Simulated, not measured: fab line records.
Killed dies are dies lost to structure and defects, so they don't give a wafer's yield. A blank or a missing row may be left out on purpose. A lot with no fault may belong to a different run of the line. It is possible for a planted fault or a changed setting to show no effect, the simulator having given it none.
Matching of chambers / flow nand harc / pecvd-02 running NHARC_A_CHANNEL_HOLE_D1_DEP_01: 3 sister chambers
The step deposits SiON, target thk 140 nm. 18 wafers are shown with their chamber, then 9 later ones without.

== EACH WAFER AND ITS CHAMBER ==
wafer=L074.1; chamber=0; heater power w (W)=804; heater power outer w (W)=504
wafer=L074.3; chamber=1; heater power w (W)=799; heater power outer w (W)=535
wafer=L074.6; chamber=1; heater power w (W)=831; heater power outer w (W)=538
wafer=L077.3; chamber=2; heater power w (W)=631; heater power outer w (W)=400
wafer=L077.4; chamber=1; heater power w (W)=803; heater power outer w (W)=517
wafer=L077.5; chamber=0; heater power w (W)=762; heater power outer w (W)=467
wafer=L080.1; chamber=2; heater power w (W)=640; heater power outer w (W)=400
wafer=L080.4; chamber=0; heater power w (W)=702; heater power outer w (W)=453
wafer=L080.5; chamber=0; heater power w (W)=714; heater power outer w (W)=456
wafer=L082.2; chamber=0; heater power w (W)=759; heater power outer w (W)=491
wafer=L082.5; chamber=0; heater power w (W)=767; heater power outer w (W)=511
wafer=L082.6; chamber=2; heater power w (W)=613; heater power outer w (W)=384
wafer=L084.3; chamber=1; heater power w (W)=702; heater power outer w (W)=444
wafer=L084.4; chamber=1; heater power w (W)=717; heater power outer w (W)=453
wafer=L084.5; chamber=0; heater power w (W)=853; heater power outer w (W)=562
wafer=L086.2; chamber=2; heater power w (W)=623; heater power outer w (W)=379
wafer=L086.3; chamber=0; heater power w (W)=730; heater power outer w (W)=475
wafer=L086.4; chamber=2; heater power w (W)=624; heater power outer w (W)=390

SIGNATURES (averages over the wafers above)
reading=heater power w; chamber 0=761.38; chamber 1=770.40; chamber 2=626.20; scatter within a chamber=45.1
reading=heater power outer w; chamber 0=489.88; chamber 1=497.40; chamber 2=390.60; scatter within a chamber=34.4
Rule: for each reading, subtract the chamber's mean from the wafer's reading, divide by that reading's scatter and square the result; add these up over the readings and take the root, which gives the wafer's distance from the chamber. The wafer belongs to the nearest chamber; if the next one is less than 2 further off, it can't be placed. How the scatter is found: for the shown wafers, subtract from each reading the mean of its chamber, square and add these, divide the total by (wafers less chambers), then take the root.

== WAFERS WITH NO CHAMBER GIVEN ==
wafer=L088.3; heater power w (W)=689; heater power outer w (W)=430
wafer=L088.4; heater power w (W)=661; heater power outer w (W)=411
wafer=L088.6; heater power w (W)=756; heater power outer w (W)=487
wafer=L094.2; heater power w (W)=714; heater power outer w (W)=463
wafer=L094.3; heater power w (W)=693; heater power outer w (W)=456
wafer=L094.5; heater power w (W)=731; heater power outer w (W)=479
wafer=L096.2; heater power w (W)=722; heater power outer w (W)=470
wafer=L096.3; heater power w (W)=800; heater power outer w (W)=526
wafer=L096.6; heater power w (W)=735; heater power outer w (W)=463

== WHICH CHAMBER EACH WENT THROUGH ==
wafer=L088.3; from the rows above=can't be placed: 2 or 0 or 1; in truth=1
wafer=L088.4; from the rows above=2; in truth=2
wafer=L088.6; from the rows above=can't be placed: 0 or 1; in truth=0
wafer=L094.2; from the rows above=can't be placed: 0 or 1 or 2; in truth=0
wafer=L094.3; from the rows above=can't be placed: 0 or 1 or 2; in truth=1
wafer=L094.5; from the rows above=can't be placed: 0 or 1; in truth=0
wafer=L096.2; from the rows above=can't be placed: 0 or 1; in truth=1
wafer=L096.3; from the rows above=can't be placed: 1 or 0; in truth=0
wafer=L096.6; from the rows above=can't be placed: 0 or 1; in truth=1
Correctly placed: 1 of 9. From these rows, 8 cannot be placed; in 8 the true chamber is one of the candidates. Number placed wrongly: 0.
